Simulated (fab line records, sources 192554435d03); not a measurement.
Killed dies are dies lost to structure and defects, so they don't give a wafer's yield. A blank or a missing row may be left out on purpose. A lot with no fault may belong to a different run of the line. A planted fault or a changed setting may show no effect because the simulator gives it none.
Chamber matching | flow n5-finfet | N5_BEOL_M11_PECVD_70 on pecvd-03 has 3 sister chambers
The step deposits SiO2 from TEOS/O2, target thk 20 nm, time 22.7 s. 3 wafers are shown with their chamber, then 11 later ones without.

== WAFERS WITH THEIR CHAMBER ==
wafer  | chamber | throttle-valve-pct (%)
L088.1 | 1       | 25.9
L088.5 | 2       | 21.0
L087.1 | 0       | 21.3

== WAFERS WITHOUT THEIR CHAMBER ==
wafer  | throttle-valve-pct (%)
L087.5 | 21.5
L087.6 | 26.0
L090.1 | 21.2
L090.4 | 25.8
L090.5 | 21.2
L094.1 | 20.9
L094.2 | 26.0
L094.4 | 21.2
L096.1 | 21.2
L096.2 | 25.4
L096.3 | 21.2

== EACH ONE'S CHAMBER ==
wafer  | from the rows above     | in truth
L087.5 | can't be placed: 0 or 2 | 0
L087.6 | 1                       | 1
L090.1 | can't be placed: 0 or 2 | 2
L090.4 | 1                       | 1
L090.5 | can't be placed: 0 or 2 | 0
L094.1 | can't be placed: 2 or 0 | 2
L094.2 | 1                       | 1
L094.4 | can't be placed: 0 or 2 | 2
L096.1 | can't be placed: 0 or 2 | 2
L096.2 | 1                       | 1
L096.3 | can't be placed: 0 or 2 | 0
4 of 11 placed correctly. Unplaceable from these rows: 7, with the true chamber sitting among the candidates in 7. Number placed wrongly: 0.
How it was worked out, from the rows above alone: a wafer's distance from a chamber is the root of the sum, over the readings, of the square of ((its reading less the chamber's mean) divided by the reading's scatter). The wafer belongs to the nearest chamber; if the next one is less than 2 further off, it can't be placed. A chamber's mean is the mean of its shown wafers. The scatter: root of mean squared gap, hidden wafer to nearest shown wafer, with one shown wafer a chamber.
